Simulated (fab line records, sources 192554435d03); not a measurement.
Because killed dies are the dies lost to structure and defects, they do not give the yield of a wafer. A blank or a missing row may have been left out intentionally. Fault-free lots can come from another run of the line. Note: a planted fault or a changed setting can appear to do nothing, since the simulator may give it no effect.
Which tool did it? | flow n5Finfet | 24 lots with 72 wafers sampled at 5 steps, on a route of 1938 steps

== WHAT THE GAUGES SHOWED, per wafer ==
N5_SD_ACTIVATION_INSPECT_02: inspects for defects (darkfield).
lot  | measured    | on               | rawDefectCount
L074 | day 3 13:28 | defectInspect-02 | 216 269 278
L075 | day 3 22:42 | defectInspect-01 | 192 240 152
L076 | day 3 22:04 | defectInspect-02 | 180 264 184
L077 | day 4 06:16 | defectInspect-02 | 176 145 179
L078 | day 5 01:58 | defectInspect-02 | 204 182 198
L079 | day 5 02:08 | defectInspect-01 | 191 168 146
L080 | day 5 02:20 | defectInspect-01 | 215 183 226
L081 | day 5 06:23 | defectInspect-02 | 152 193 180
L082 | day 5 09:22 | defectInspect-02 | 215 169 272
L083 | day 5 17:04 | defectInspect-01 | 194 202 238
L084 | day 6 00:17 | defectInspect-02 | 194 223 170
L085 | day 6 02:26 | defectInspect-01 | 228 175 198
L086 | day 6 18:51 | defectInspect-01 | 127 133 106
L087 | day 6 19:02 | defectInspect-02 | 218 237 256
L088 | day 6 23:16 | defectInspect-02 | 215 195 121
L089 | day 7 05:15 | defectInspect-01 | 183 150 250
L090 | day 7 10:54 | defectInspect-01 | 111 167 120
L091 | day 7 16:06 | defectInspect-01 | 141 198 172
L092 | day 7 21:45 | defectInspect-01 | 189 218 202
L093 | day 8 06:11 | defectInspect-02 | 265 236 236
L094 | day 8 12:56 | defectInspect-02 | 139 210 180
L095 | day 8 17:01 | defectInspect-01 | 201 244 204
L096 | day 9 04:52 | defectInspect-02 | 161 176 191
L097 | day 9 08:37 | defectInspect-02 | 181 186 245

== EACH LOT AND THE TOOL THAT RAN IT (in order: tool; ch and the chambers of the sampled wafers; start) ==
lot  | N5_DUMMY_GATE_ETCH_31            | N5_DUMMY_GATE_HM_OPEN_21         | N5_SD_EPI_N_LINER_46            | N5_SD_EPI_P_ETCH_36
L074 | rieDiel-05 ch 1,2,3, day 3 02:43 | rieDiel-05 ch 1,2,3, day 3 02:48 | aldSin-02 ch 0,1,2, day 3 08:14 | rieDiel-06 ch 0,1,3, day 3 09:00
L075 | rieDiel-06 ch 0,1, day 3 09:44   | rieDiel-06 ch 0,1, day 3 09:49   | aldSin-01 ch 0,3, day 3 16:34   | rieDiel-06 ch 0,1,2, day 3 17:20
L076 | rieDiel-05 ch 2,3, day 3 10:38   | rieDiel-05 ch 2,3, day 3 10:43   | aldSin-01 ch 0,1, day 3 16:47   | rieDiel-05 ch 1,3, day 3 17:33
L077 | rieDiel-06 ch 0,1, day 3 18:37   | rieDiel-06 ch 0,1, day 3 18:42   | aldSin-02 ch 0,1,2, day 4 01:07 | rieDiel-06 ch 0,1,3, day 4 01:39
L078 | rieDiel-03 ch 0,2,3, day 3 22:38 | rieDiel-03 ch 0,2,3, day 3 22:43 | aldSin-03 ch 0,2,3, day 4 04:53 | rieDiel-03 ch 0,1,3, day 4 06:12
L079 | rieDiel-05 ch 0,1, day 4 06:44   | rieDiel-05 ch 0,1, day 4 06:49   | aldSin-01 ch 0,1,3, day 4 12:45 | rieDiel-06 ch 0,1,2, day 4 13:23
L080 | rieDiel-05 ch 1,2, day 4 14:49   | rieDiel-05 ch 1,2, day 4 14:54   | aldSin-01 ch 0,1,2, day 4 20:25 | rieDiel-05 ch 1,2, day 4 21:04
L081 | rieDiel-05 ch 0,1,2, day 4 18:22 | rieDiel-05 ch 0,1,2, day 4 18:27 | aldSin-01 ch 0,3, day 5 00:14   | rieDiel-05 ch 2,3, day 5 01:01
L082 | rieDiel-03 ch 1,3, day 4 22:33   | rieDiel-03 ch 1,3, day 4 22:38   | aldSin-02 ch 0,1,3, day 5 04:05 | rieDiel-03 ch 1,2, day 5 04:52
L083 | rieDiel-05 ch 0,2, day 5 05:22   | rieDiel-05 ch 0,2, day 5 05:27   | aldSin-01 ch 0,1, day 5 11:04   | rieDiel-03 ch 1,2,3, day 5 11:42
L084 | rieDiel-06 ch 0,1,2, day 5 10:12 | rieDiel-06 ch 0,1,2, day 5 10:17 | aldSin-03 ch 1,2, day 5 18:19   | rieDiel-06 ch 1,2,3, day 5 18:58
L085 | rieDiel-05 ch 0,1,3, day 5 15:51 | rieDiel-05 ch 0,1,3, day 5 15:56 | aldSin-01 ch 1,2,3, day 5 21:14 | rieDiel-03 ch 1,2,3, day 5 22:00
L086 | rieDiel-06 ch 2,3, day 6 03:49   | rieDiel-06 ch 2,3, day 6 03:53   | aldSin-03 ch 0,1,2, day 6 09:55 | rieDiel-06 ch 1,2,3, day 6 10:35
L087 | rieDiel-06 ch 1,2, day 6 06:17   | rieDiel-06 ch 1,2, day 6 06:23   | aldSin-01 ch 0,1,3, day 6 13:29 | rieDiel-06 ch 1,2, day 6 14:07
L088 | rieDiel-06 ch 1,2, day 6 12:31   | rieDiel-06 ch 1,2, day 6 12:36   | aldSin-02 ch 0,1, day 6 18:02   | rieDiel-03 ch 0,3, day 6 18:48
L089 | rieDiel-03 ch 1,3, day 6 16:04   | rieDiel-03 ch 1,3, day 6 16:09   | aldSin-01 ch 0,1,2, day 6 23:33 | rieDiel-03 ch 1,2,3, day 7 00:35
L090 | rieDiel-05 ch 0,1,3, day 6 23:05 | rieDiel-05 ch 0,1,3, day 6 23:11 | aldSin-02 ch 0,1,2, day 7 05:39 | rieDiel-03 ch 0,1,3, day 7 06:26
L091 | rieDiel-06 ch 0,3, day 7 04:53   | rieDiel-06 ch 0,3, day 7 04:58   | aldSin-02 ch 0,1,2, day 7 10:59 | rieDiel-03 ch 1,2, day 7 11:39
L092 | rieDiel-05 ch 0,3, day 7 09:52   | rieDiel-05 ch 0,3, day 7 09:57   | aldSin-03 ch 0,1,3, day 7 15:52 | rieDiel-06 ch 1,2,3, day 7 17:08
L093 | rieDiel-06 ch 0,2,3, day 7 16:29 | rieDiel-06 ch 0,2,3, day 7 16:35 | aldSin-01 ch 1,2,3, day 7 22:55 | rieDiel-06 ch 0,2, day 7 23:41
L094 | rieDiel-06 ch 0,2,3, day 8 01:29 | rieDiel-06 ch 0,2,3, day 8 01:34 | aldSin-01 ch 0,1,3, day 8 06:52 | rieDiel-03 ch 0,1,3, day 8 07:38
L095 | rieDiel-03 ch 1,2, day 8 06:05   | rieDiel-03 ch 1,2, day 8 06:10   | aldSin-02 ch 0,3, day 8 11:55   | rieDiel-05 ch 1,2, day 8 12:34
L096 | rieDiel-03 ch 1,2, day 8 17:14   | rieDiel-03 ch 1,2, day 8 17:19   | aldSin-03 ch 0,1,3, day 8 23:38 | rieDiel-06 ch 0,1,2, day 9 00:26
L097 | rieDiel-06 ch 0,1,2, day 8 21:40 | rieDiel-06 ch 0,1,2, day 8 21:46 | aldSin-02 ch 1,2, day 9 03:31   | rieDiel-05 ch 0,1,3, day 9 04:11
- N5_DUMMY_GATE_ETCH_31: etches SiO2 in C4F6/O2, target depth 82.5 nm, time 27.5 s.
- N5_DUMMY_GATE_HM_OPEN_21: chemistry CH3F/O2, target SiNx, target depth 120 nm, time 171.4 s.
- N5_SD_EPI_N_LINER_46: material SiNx, target thk 3 nm.
- N5_SD_EPI_P_ETCH_36: etches SiARC in CF4, target depth 45.5 nm, time 75.8 s.

== WHAT THE TOOLS THEMSELVES READ (means of the sampled wafers that have a number; where no wafer has one, the mark that the record gives instead) ==
N5_DUMMY_GATE_ETCH_31.
lot  | tool       | drypumpMotorCurrentA (A) | oesProductAu (a.u.) | rfVppV (V) | showerheadPlenumPTorr (Torr) | throttleValvePct (%)
L074 | rieDiel-05 | 5.4                      | 0.88                | 673        | 2.86                         | 21.08
L075 | rieDiel-06 | 5.5                      | 0.73                | 660        | 2.80                         | 21.34
L076 | rieDiel-05 | 5.7                      | 0.84                | 669        | 2.88                         | 21.27
L077 | rieDiel-06 | 5.6                      | 0.71                | 659        | 2.76                         | 21.34
L078 | rieDiel-03 | 5.8                      | 0.74                | 662        | 2.88                         | 21.16
L079 | rieDiel-05 | 4.9                      | 0.78                | 663        | 2.82                         | 21.23
L080 | rieDiel-05 | 5.2                      | 0.89                | 669        | 2.82                         | 21.08
L081 | rieDiel-05 | 5.2                      | 0.82                | 664        | 2.83                         | 21.26
L082 | rieDiel-03 | 5.2                      | 0.82                | 665        | 2.88                         | 21.12
L083 | rieDiel-05 | 5.2                      | 0.76                | 660        | 2.85                         | 21.43
L084 | rieDiel-06 | 5.6                      | 0.74                | 661        | 2.81                         | 21.31
L085 | rieDiel-05 | 5.1                      | 0.79                | 670        | 2.83                         | 21.08
L086 | rieDiel-06 | 5.3                      | 0.73                | 663        | 2.83                         | 21.36
L087 | rieDiel-06 | 5.8                      | 0.72                | 661        | 2.76                         | 21.30
L088 | rieDiel-06 | 5.8                      | 0.72                | 661        | 2.76                         | 21.30
L089 | rieDiel-03 | 5.4                      | 0.78                | 661        | 2.86                         | 21.29
L090 | rieDiel-05 | 5.1                      | 0.78                | 671        | 2.83                         | 21.09
L091 | rieDiel-06 | 5.2                      | 0.70                | 661        | 2.81                         | 21.43
L092 | rieDiel-05 | 5.1                      | 0.72                | 666        | 2.84                         | 21.28
L093 | rieDiel-06 | 5.5                      | 0.73                | 662        | 2.84                         | 21.36
L094 | rieDiel-06 | 5.5                      | 0.73                | 661        | 2.83                         | 21.38
L095 | rieDiel-03 | 5.5                      | 0.74                | 668        | 2.92                         | 20.94
L096 | rieDiel-03 | 5.5                      | 0.73                | 669        | 2.92                         | 20.94
L097 | rieDiel-06 | 5.7                      | 0.82                | 665        | 2.91                         | 21.23

N5_DUMMY_GATE_HM_OPEN_21.
lot  | tool       | CH3F_flow_sccm (sccm) | drypumpMotorCurrentA (A) | oesProductAu (a.u.) | rfVppV (V) | showerheadPlenumPTorr (Torr) | throttleValvePct (%)
L074 | rieDiel-05 | 30.10                 | 5.4                      | 0.87                | 302        | 2.03                         | 16.34
L075 | rieDiel-06 | 30.08                 | 5.5                      | 0.72                | 296        | 1.99                         | 16.65
L076 | rieDiel-05 | 29.94                 | 5.7                      | 0.84                | 301        | 2.05                         | 16.53
L077 | rieDiel-06 | 30.05                 | 5.6                      | 0.71                | 296        | 1.95                         | 16.65
L078 | rieDiel-03 | 30.01                 | 5.8                      | 0.73                | 297        | 2.04                         | 16.47
L079 | rieDiel-05 | 29.99                 | 4.9                      | 0.78                | 298        | 2.00                         | 16.54
L080 | rieDiel-05 | 30.06                 | 5.2                      | 0.89                | 301        | 2.00                         | 16.34
L081 | rieDiel-05 | 29.99                 | 5.2                      | 0.82                | 298        | 2.01                         | 16.53
L082 | rieDiel-03 | 29.95                 | 5.2                      | 0.82                | 300        | 2.04                         | 16.38
L083 | rieDiel-05 | 29.98                 | 5.2                      | 0.76                | 297        | 2.02                         | 16.72
L084 | rieDiel-06 | 30.07                 | 5.6                      | 0.74                | 297        | 1.99                         | 16.61
L085 | rieDiel-05 | 30.01                 | 5.1                      | 0.79                | 302        | 2.01                         | 16.39
L086 | rieDiel-06 | 30.06                 | 5.4                      | 0.74                | 298        | 2.01                         | 16.68
L087 | rieDiel-06 | 29.96                 | 5.7                      | 0.73                | 298        | 1.96                         | 16.61
L088 | rieDiel-06 | 30.10                 | 5.7                      | 0.72                | 297        | 1.96                         | 16.61
L089 | rieDiel-03 | 29.94                 | 5.3                      | 0.78                | 298        | 2.03                         | 16.55
L090 | rieDiel-05 | 30.03                 | 5.1                      | 0.78                | 301        | 2.01                         | 16.40
L091 | rieDiel-06 | 29.89                 | 5.3                      | 0.71                | 298        | 2.00                         | 16.76
L092 | rieDiel-05 | 29.89                 | 5.1                      | 0.72                | 299        | 2.01                         | 16.59
L093 | rieDiel-06 | 29.99                 | 5.5                      | 0.74                | 298        | 2.01                         | 16.68
L094 | rieDiel-06 | 29.93                 | 5.4                      | 0.73                | 298        | 2.01                         | 16.68
L095 | rieDiel-03 | 30.02                 | 5.5                      | 0.74                | 301        | 2.08                         | 16.27
L096 | rieDiel-03 | 30.06                 | 5.5                      | 0.75                | 301        | 2.08                         | 16.29
L097 | rieDiel-06 | 30.03                 | 5.6                      | 0.82                | 300        | 2.07                         | 16.51

N5_SD_EPI_N_LINER_46.
lot  | tool      | heaterPowerW (W)
L074 | aldSin-02 | 860
L075 | aldSin-01 | 915
L076 | aldSin-01 | 911
L077 | aldSin-02 | 852
L078 | aldSin-03 | 816
L079 | aldSin-01 | 916
L080 | aldSin-01 | 924
L081 | aldSin-01 | 920
L082 | aldSin-02 | 808
L083 | aldSin-01 | 928
L084 | aldSin-03 | 851
L085 | aldSin-01 | 921
L086 | aldSin-03 | 824
L087 | aldSin-01 | 921
L088 | aldSin-02 | 880
L089 | aldSin-01 | 918
L090 | aldSin-02 | 876
L091 | aldSin-02 | 883
L092 | aldSin-03 | 784
L093 | aldSin-01 | 924
L094 | aldSin-01 | 913
L095 | aldSin-02 | 807
L096 | aldSin-03 | 798
L097 | aldSin-02 | 881

N5_SD_EPI_P_ETCH_36.
lot  | tool       | drypumpMotorCurrentA (A) | etchRfOnTimeS (s) | oesProductAu (a.u.) | rfVppV (V) | showerheadPlenumPTorr (Torr) | throttleValvePct (%)
L074 | rieDiel-06 | 5.4                      | 76.0              | 0.62                | 182.9      | 2.10                         | 15.82
L075 | rieDiel-06 | 5.6                      | 75.9              | 0.65                | 183.4      | 2.12                         | 15.71
L076 | rieDiel-05 | 5.2                      | 76.0              | 0.72                | 183.9      | 2.14                         | 15.30
L077 | rieDiel-06 | 5.4                      | 75.9              | 0.62                | 183.2      | 2.10                         | 15.82
L078 | rieDiel-03 | 5.6                      | 74.6              | 0.67                | 183.6      | 2.14                         | 15.61
L079 | rieDiel-06 | 5.7                      | 76.3              | 0.65                | 183.5      | 2.11                         | 15.72
L080 | rieDiel-05 | 5.5                      | 75.1              | 0.74                | 183.7      | 2.14                         | 15.67
L081 | rieDiel-05 | 5.5                      | 76.8              | 0.69                | 183.7      | 2.16                         | 15.52
L082 | rieDiel-03 | 5.3                      | 76.0              | 0.69                | 186.0      | 2.19                         | 15.36
L083 | rieDiel-03 | 5.4                      | 75.2              | 0.67                | 184.7      | 2.18                         | 15.54
L084 | rieDiel-06 | 5.6                      | 75.5              | 0.63                | 183.6      | 2.10                         | 15.78
L085 | rieDiel-03 | 5.4                      | 75.3              | 0.67                | 184.8      | 2.18                         | 15.54
L086 | rieDiel-06 | 5.5                      | 75.2              | 0.63                | 183.6      | 2.10                         | 15.79
L087 | rieDiel-06 | 5.7                      | 75.8              | 0.62                | 182.7      | 2.08                         | 15.77
L088 | rieDiel-03 | 5.9                      | 74.3              | 0.78                | 183.8      | 2.12                         | 15.43
L089 | rieDiel-03 | 5.5                      | 75.8              | 0.66                | 185.0      | 2.18                         | 15.56
L090 | rieDiel-03 | 5.6                      | 74.8              | 0.73                | 184.0      | 2.14                         | 15.50
L091 | rieDiel-03 | 5.5                      | 76.5              | 0.64                | 184.8      | 2.20                         | 15.42
L092 | rieDiel-06 | 5.6                      | 76.8              | 0.61                | 183.0      | 2.10                         | 15.81
L093 | rieDiel-06 | 5.7                      | 75.8              | 0.65                | 183.9      | 2.15                         | 15.73
L094 | rieDiel-03 | 5.6                      | 75.6              | 0.71                | 184.1      | 2.14                         | 15.49
L095 | rieDiel-05 | 5.2                      | 75.6              | 0.73                | 184.4      | 2.11                         | 15.52
L096 | rieDiel-06 | 5.6                      | 76.4              | 0.69                | 184.4      | 2.19                         | 15.63
L097 | rieDiel-05 | 5.1                      | 77.0              | 0.66                | 184.0      | 2.12                         | 15.56

== THE ANSWER, worked out from the rows above alone ==
Rule: usual is defined by the lots themselves. The widest of any qualifying gaps counts: lots, ordered by their means at a reading, are off when they make up no more than a third of the lots, leave a main group of 4 or more, and stand apart from it by 3 or more times the standard deviation of that group's means. The tables above print the reading to a certain number of digits; a main group whose means all agree to those digits is not used. A lot without any number at a reading at which 4 lots or more have one is off too. Where the step has rows for the other lots, those lots are counted as sound. After the gauges, taken in route order, come the tools' own readings; for these a lot's mean is taken, as printed above. At the first step where some lot is off, the reading lying furthest off is the one used; lots without a number count as furthest.
None of the lots is off at any reading shown; this tells nothing.

== WHAT THE SIMULATOR HAD INSERTED ==
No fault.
